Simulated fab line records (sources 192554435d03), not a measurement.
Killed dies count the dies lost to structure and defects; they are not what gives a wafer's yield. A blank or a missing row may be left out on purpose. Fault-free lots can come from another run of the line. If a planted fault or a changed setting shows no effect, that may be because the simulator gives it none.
fab line records ; flow n5-finfet ; part 2 of 2: steps 5 to 6 of 6
record: lots: 23; wafers: 69; last-day: 17
route steps=1938 shown BEOL_M0_SAQP@635
lots that met no fault: taken from a fault-free run of the same line
start-h: start of the lot's first displayed wafer, in hours after the record's first day ; wait-h: how many hours have passed since the lot's step before this one ; " the same as in the row above ; L1.1+2: a single row standing in for several wafers ; - no value, or no start was given ; * or withheld: withheld ; < > ~ a bound
route shown NAME@n: names a module that has steps shown in the file, with the first one's number in the route ; usual: the fault-free wafers' mean and standard deviation ; same: alike in all rows ; chamber/n: place in a boat ; sites: each site's reading ; _std_site: how widely they spread, as a standard deviation ; _edge_site: inner sites' mean taken away from outer sites' mean ; radius-mm: how far each site lies from the wafer's centre ; mask NAME#n: copy n ; behind: the tool/chamber that last shaped the wafer ; hold: reason for holding the lot/hours on hold/outcome of the hold ; device: transistor that didn't switch, given as n, p or np ; end of line: the same wafers' tests at the end of the route ; a step with no rows: only its recipe ; killed: dies that structure and defects cost at the first sort, which is not the same as the wafer's yield ; map: a wafer's dies, x killed, . not, _ none there
set.NAME: the setting that was run; set.NAME@STEP: the one run at that earlier step ; model.NAME: the simulator's own value behind a step, which no gauge read
the route's steps for a sample of lots (tables are steps, rows are wafers)
services: a tool's chamber out of use, with start hour (start-h, from the record's first day; less than 0 if before it), hours out, and reason
== steps ==
step: N5_BEOL_M0_SAQP_ETCH_107
recipe: chemistry: CH3F/O2; target: SiNx; target-depth-a: 300; mask-material: SOC; pressure-mtorr: 30; source-w: 395; bias-w: 73; Ar_flow_sccm: 150; CH3F_flow_sccm: 30; O2_flow_sccm: 20; ion-energy-ev: 120
usual: drypump-motor-current-A: 5.6/0.39; oes-product-au: 0.78/0.1; rf-vpp-V: 300/5.7; showerhead-plenum-p-Torr: 2.03/0.075; throttle-valve-pct: 16.4/0.31
lot.wafer;tool;chamber;start-h;wait-h;drypump-motor-current-A;oes-product-au;rf-hours-counter-h;rf-vpp-V;showerhead-plenum-p-Torr;throttle-valve-pct
L074.2;rie-diel-04;3;112.89;0.0;5.8;0.74;186;304;2.08;16.8
L074.4;rie-diel-04;1;112.89;0.0;5.3;0.77;-;292;1.99;16.2
L074.5;rie-diel-04;2;112.89;0.0;5.2;0.93;-;303;2.04;15.9
L075.3;rie-diel-02;2;118.73;0.0;5.5;0.73;191;305;2.09;16.7
L075.5;rie-diel-02;1;118.73;0.0;6.0;0.70;-;300;1.91;16.3
L075.6;rie-diel-02;2;118.73;0.0;5.5;0.73;-;305;2.09;16.7
L076.2;rie-diel-02;0;120.79;0.0;5.8;0.69;246;294;1.87;16.4
L076.5;rie-diel-02;2;120.79;0.0;5.5;0.72;-;305;2.09;16.7
L076.6;rie-diel-02;3;120.79;0.0;5.9;0.71;-;299;2.05;16.7
L077.2;rie-diel-04;1;127.02;0.0;5.3;0.76;142;292;1.99;16.2
L077.4;rie-diel-04;0;127.02;0.0;5.6;0.98;8;295;2.05;16.0
L077.6;rie-diel-04;3;127.02;0.0;5.9;0.72;-;304;2.07;16.8
L078.3;rie-diel-06;0;138.59;0.0;4.8;0.75;184;296;1.90;16.5
L078.4;rie-diel-06;3;138.59;0.0;4.8;0.71;202;309;2.06;16.4
L078.6;rie-diel-06;2;138.59;0.0;4.7;0.69;-;292;1.88;16.7
L079.2;rie-diel-06;1;144.00;0.0;5.8;0.94;9;283;1.97;16.2
L079.3;rie-diel-06;2;144.00;0.0;4.6;0.69;245;294;1.88;16.7
L079.4;rie-diel-06;0;144.00;0.0;4.8;0.75;186;296;1.90;16.5
L081.1;rie-diel-02;2;154.86;0.0;5.5;0.71;203;306;2.09;16.7
L081.4;rie-diel-02;0;154.86;0.0;5.8;0.99;2;298;2.12;16.0
L081.6;rie-diel-02;2;154.86;0.0;5.5;0.72;-;306;2.09;16.7
L082.2;rie-diel-04;0;160.73;0.0;5.6;0.93;17;295;2.04;16.0
L082.5;rie-diel-04;3;160.73;0.0;5.8;0.72;-;305;2.07;16.9
L082.6;rie-diel-04;2;160.73;0.0;5.2;0.88;-;305;2.04;16.0
L083.3;rie-diel-02;2;161.30;0.0;5.5;0.72;204;306;2.09;16.7
L083.4;rie-diel-02;3;161.30;0.0;5.9;0.70;242;302;2.05;16.7
L083.5;rie-diel-02;2;161.30;0.0;5.5;0.71;-;306;2.09;16.7
L084.2;rie-diel-02;3;173.84;0.0;5.9;0.70;246;301;2.05;16.7
L084.4;rie-diel-02;0;173.84;0.0;5.9;0.95;9;298;2.11;16.0
L084.6;rie-diel-02;3;173.84;0.0;5.9;0.70;-;301;2.05;16.7
L085.1;rie-diel-02;2;182.72;0.0;5.5;0.70;211;305;2.09;16.7
L085.2;rie-diel-02;0;182.72;0.0;5.8;0.95;12;297;2.11;16.0
L085.6;rie-diel-02;2;182.72;0.0;5.4;0.70;-;306;2.09;16.7
L087.1;rie-diel-02;1;188.73;0.0;6.0;0.68;237;300;1.90;16.3
L087.5;rie-diel-02;1;188.73;0.0;6.0;0.68;-;298;1.90;16.3
L087.6;rie-diel-02;0;188.73;0.0;5.8;0.95;-;296;2.11;16.0
L086.2;rie-diel-02;1;189.61;0.0;6.0;0.69;237;302;1.90;16.3
L086.3;rie-diel-02;0;189.61;0.0;5.8;0.95;13;298;2.11;16.0
L086.6;rie-diel-02;1;189.61;0.0;6.0;0.68;-;300;1.90;16.3
L088.1;rie-diel-02;0;202.30;0.0;5.9;0.92;19;297;2.11;16.0
L088.2;rie-diel-02;2;202.30;0.0;5.5;0.70;219;305;2.08;16.7
L088.3;rie-diel-02;1;202.30;0.0;6.0;0.68;243;301;1.90;16.4
L089.2;rie-diel-04;0;202.67;0.0;5.6;0.93;29;294;2.04;16.0
L089.4;rie-diel-04;1;202.67;0.0;5.4;0.74;162;292;1.98;16.2
L089.5;rie-diel-04;2;202.67;0.0;5.2;0.87;-;303;2.03;16.0
L090.2;rie-diel-04;0;205.56;0.0;5.6;0.93;30;294;2.04;16.0
L090.3;rie-diel-04;2;205.56;0.0;5.2;0.87;44;304;2.03;16.0
L090.6;rie-diel-04;2;205.56;0.0;5.2;0.87;-;303;2.03;16.0
L091.2;rie-diel-06;3;213.07;0.0;4.8;0.69;225;307;2.05;16.4
L091.3;rie-diel-06;0;213.07;0.0;4.8;0.73;209;297;1.89;16.6
L091.6;rie-diel-06;3;213.07;0.0;4.8;0.70;-;307;2.05;16.4
L092.2;rie-diel-02;0;220.05;0.0;5.9;0.91;27;298;2.11;16.0
L092.3;rie-diel-02;2;220.05;0.0;5.5;0.69;226;306;2.08;16.8
L092.4;rie-diel-02;3;220.05;0.0;5.9;0.96;-;302;2.04;16.2
L093.1;rie-diel-06;1;226.56;0.0;5.8;0.88;33;282;1.96;16.2
L093.2;rie-diel-06;2;226.56;0.0;4.6;0.92;9;297;2.13;16.3
L093.5;rie-diel-06;0;226.56;0.0;4.8;0.73;-;295;1.89;16.6
L094.1;rie-diel-02;2;235.62;0.0;5.5;0.69;233;306;2.08;16.8
L094.5;rie-diel-02;2;235.62;0.0;5.5;0.69;-;306;2.08;16.8
L094.6;rie-diel-02;0;235.62;0.0;5.9;0.90;-;296;2.10;16.0
L095.1;rie-diel-02;0;237.05;0.0;5.8;0.90;35;297;2.10;16.0
L095.3;rie-diel-02;2;237.05;0.0;5.5;0.69;234;306;2.08;16.8
L095.4;rie-diel-02;0;237.05;0.0;5.8;0.90;-;298;2.10;16.0
L096.1;rie-diel-04;3;240.01;0.0;5.9;0.71;225;304;2.06;16.9
L096.3;rie-diel-04;2;240.01;0.0;5.2;0.85;55;304;2.03;16.0
L096.4;rie-diel-04;1;240.01;0.0;5.3;0.74;-;293;1.98;16.3
L097.2;rie-diel-02;0;253.92;0.0;5.8;0.88;40;297;2.10;16.0
L097.4;rie-diel-02;2;253.92;0.0;5.5;0.69;-;305;2.08;16.8
L097.5;rie-diel-02;0;253.92;0.0;5.8;0.88;-;297;2.10;16.0
step: N5_BEOL_M0_SAQP_STRIP_108
recipe: chemistry: N2/H2; power-w: 500; temp-c: 40; pressure-mtorr: 50; rf-frequency-hz: 6e+07; overash-fraction: 0.3; bias-power-w: 28; h2-frac: 0.5; n2-flow-sccm: 300; h2-flow-sccm: 300
usual: drypump-motor-current-A: 5.6/0.39; oes-product-au: 0.78/0.11; rf-vpp-V: 122.0/1.1; showerhead-plenum-p-Torr: 3.40/0.13; throttle-valve-pct: 19.0/0.5
same: overash-fraction: 0.3
lot.wafer;tool;chamber;start-h;wait-h;drypump-motor-current-A;oes-product-au;rf-hours-counter-h;rf-vpp-V;showerhead-plenum-p-Torr;throttle-valve-pct
L074.2;rie-diel-04;3;112.93;0.0;5.9;0.74;186;123.1;3.45;19.2
L074.4;rie-diel-04;1;112.93;0.0;5.4;0.76;-;122.0;3.38;19.4
L074.5;rie-diel-04;2;112.93;0.0;5.2;0.92;-;122.7;3.44;19.1
L075.3;rie-diel-02;2;118.77;0.0;5.5;0.72;191;122.4;3.49;19.1
L075.5;rie-diel-02;1;118.77;0.0;6.0;0.69;-;119.3;3.16;18.1
L075.6;rie-diel-02;2;118.77;0.0;5.5;0.71;-;123.0;3.49;19.1
L076.2;rie-diel-02;0;120.83;0.0;5.8;0.69;246;121.9;3.17;19.2
L076.5;rie-diel-02;2;120.83;0.0;5.5;0.72;-;122.9;3.49;19.1
L076.6;rie-diel-02;3;120.83;0.0;5.9;0.72;-;122.2;3.46;19.9
L077.2;rie-diel-04;1;127.06;0.0;5.4;0.77;142;122.9;3.38;19.4
L077.4;rie-diel-04;0;127.06;0.0;5.6;0.98;8;121.8;3.43;18.2
L077.6;rie-diel-04;3;127.06;0.0;5.8;0.73;-;123.3;3.45;19.2
L078.3;rie-diel-06;0;138.63;0.0;4.8;0.75;184;121.1;3.21;18.8
L078.4;rie-diel-06;3;138.63;0.0;4.8;0.71;202;123.0;3.48;19.1
L078.6;rie-diel-06;2;138.63;0.0;4.7;0.70;-;120.8;3.18;19.6
L079.2;rie-diel-06;1;144.04;0.0;5.8;0.94;9;120.8;3.28;18.2
L079.3;rie-diel-06;2;144.04;0.0;4.6;0.69;245;120.3;3.18;19.6
L079.4;rie-diel-06;0;144.04;0.0;4.8;0.74;186;119.6;3.21;18.9
L081.1;rie-diel-02;2;154.90;0.0;5.5;0.71;203;122.0;3.48;19.1
L081.4;rie-diel-02;0;154.90;0.0;5.9;1.00;3;122.9;3.57;18.8
L081.6;rie-diel-02;2;154.90;0.0;5.5;0.71;-;123.5;3.48;19.1
L082.2;rie-diel-04;0;160.77;0.0;5.6;0.95;17;122.0;3.42;18.2
L082.5;rie-diel-04;3;160.77;0.0;5.9;0.73;-;123.9;3.44;19.2
L082.6;rie-diel-04;2;160.77;0.0;5.2;0.88;-;122.5;3.43;19.1
L083.3;rie-diel-02;2;161.34;0.0;5.5;0.71;204;121.3;3.48;19.1
L083.4;rie-diel-02;3;161.34;0.0;5.9;0.70;242;122.4;3.46;19.9
L083.5;rie-diel-02;2;161.34;0.0;5.6;0.71;-;122.0;3.48;19.1
L084.2;rie-diel-02;3;173.88;0.0;5.9;0.71;246;120.6;3.45;19.9
L084.4;rie-diel-02;0;173.88;0.0;5.8;0.97;9;122.4;3.57;18.8
L084.6;rie-diel-02;3;173.88;0.0;5.9;0.71;-;121.9;3.45;19.9
L085.1;rie-diel-02;2;182.76;0.0;5.5;0.70;211;121.9;3.48;19.2
L085.2;rie-diel-02;0;182.76;0.0;5.9;0.96;12;122.7;3.57;18.8
L085.6;rie-diel-02;2;182.76;0.0;5.6;0.70;-;122.5;3.48;19.2
L087.1;rie-diel-02;1;188.77;0.0;6.0;0.68;237;121.8;3.15;18.1
L087.5;rie-diel-02;1;188.77;0.0;6.0;0.68;-;121.3;3.15;18.1
L087.6;rie-diel-02;0;188.77;0.0;5.8;0.96;-;124.0;3.57;18.8
L086.2;rie-diel-02;1;189.65;0.0;6.0;0.67;237;121.7;3.15;18.1
L086.3;rie-diel-02;0;189.65;0.0;5.8;0.96;13;124.4;3.57;18.8
L086.6;rie-diel-02;1;189.65;0.0;6.0;0.68;-;121.0;3.15;18.1
L088.1;rie-diel-02;0;202.34;0.0;5.8;0.94;19;122.6;3.56;18.8
L088.2;rie-diel-02;2;202.34;0.0;5.5;0.70;219;122.6;3.47;19.2
L088.3;rie-diel-02;1;202.34;0.0;6.0;0.67;243;119.9;3.14;18.1
L089.2;rie-diel-04;0;202.71;0.0;5.6;0.92;29;122.1;3.42;18.2
L089.4;rie-diel-04;1;202.71;0.0;5.3;0.74;162;120.5;3.37;19.4
L089.5;rie-diel-04;2;202.71;0.0;5.2;0.85;-;122.7;3.42;19.1
L090.2;rie-diel-04;0;205.60;0.0;5.6;0.92;30;122.2;3.42;18.2
L090.3;rie-diel-04;2;205.60;0.0;5.2;0.85;44;121.3;3.42;19.1
L090.6;rie-diel-04;2;205.60;0.0;5.3;0.87;-;122.6;3.42;19.2
L091.2;rie-diel-06;3;213.11;0.0;4.8;0.69;225;121.9;3.47;19.2
L091.3;rie-diel-06;0;213.11;0.0;4.8;0.74;209;120.5;3.19;18.9
L091.6;rie-diel-06;3;213.11;0.0;4.8;0.69;-;121.4;3.47;19.2
L092.2;rie-diel-02;0;220.09;0.0;5.8;0.91;27;123.8;3.56;18.8
L092.3;rie-diel-02;2;220.09;0.0;5.5;0.69;226;123.6;3.47;19.2
L092.4;rie-diel-02;3;220.09;0.0;5.9;0.96;-;122.8;3.45;19.5
L093.1;rie-diel-06;1;226.60;0.0;5.8;0.88;33;121.3;3.26;18.3
L093.2;rie-diel-06;2;226.60;0.0;4.7;0.92;9;124.0;3.58;19.3
L093.5;rie-diel-06;0;226.60;0.0;4.8;0.72;-;120.3;3.19;18.9
L094.1;rie-diel-02;2;235.66;0.0;5.5;0.69;233;122.5;3.47;19.2
L094.5;rie-diel-02;2;235.66;0.0;5.5;0.69;-;123.9;3.47;19.2
L094.6;rie-diel-02;0;235.66;0.0;5.8;0.92;-;122.9;3.56;18.8
L095.1;rie-diel-02;0;237.09;0.0;5.8;0.91;35;123.2;3.55;18.8
L095.3;rie-diel-02;2;237.09;0.0;5.5;0.68;234;121.3;3.47;19.2
L095.4;rie-diel-02;0;237.09;0.0;5.9;0.91;-;123.5;3.55;18.8
L096.1;rie-diel-04;3;240.05;0.0;5.9;0.72;225;122.0;3.43;19.2
L096.3;rie-diel-04;2;240.05;0.0;5.2;0.84;55;121.3;3.42;19.1
L096.4;rie-diel-04;1;240.05;0.0;5.3;0.73;-;121.2;3.36;19.5
L097.2;rie-diel-02;0;253.96;0.0;5.8;0.89;40;122.3;3.55;18.8
L097.4;rie-diel-02;2;253.96;0.0;5.5;0.68;-;122.1;3.46;19.2
L097.5;rie-diel-02;0;253.96;0.0;5.8;0.90;-;122.5;3.55;18.9
== services ==
tool;chamber;start-h;hours;kind
rie-si-06;1;90.46;8.0;repair
rie-si-02;3;93.22;6.7;repair
rie-diel-04;0;102.72;19.0;repair
rie-si-02;0;113.36;7.3;repair
pecvd-01;1;122.09;4.4;repair
rie-diel-02;0;132.05;-;clean
rie-diel-02;0;132.05;-;consumable-replace:focus-ring
rie-diel-02;0;132.05;-;consumable-replace:showerhead
rie-diel-02;0;132.05;15.5;scheduled-down
rie-diel-02;0;132.05;15.5;vent-cycle
rie-si-06;-;137.06;0.6;repair
pecvd-04;-;151.02;2.8;pm
pecvd-02;-;157.09;1.2;repair
pecvd-02;0;160.48;9.3;repair
pecvd-02;-;170.23;1.2;repair
rie-si-01;1;181.21;6.8;repair
rie-diel-02;3;188.65;-;clean
rie-diel-02;3;188.65;-;consumable-replace:focus-ring
rie-diel-04;-;189.90;2.8;pm
rie-diel-06;1;224.30;2.0;repair
pecvd-04;-;226.86;0.3;repair
rie-si-01;2;229.57;2.5;repair
rie-diel-04;0;239.88;1.8;repair
rie-diel-02;1;252.83;7.7;repair
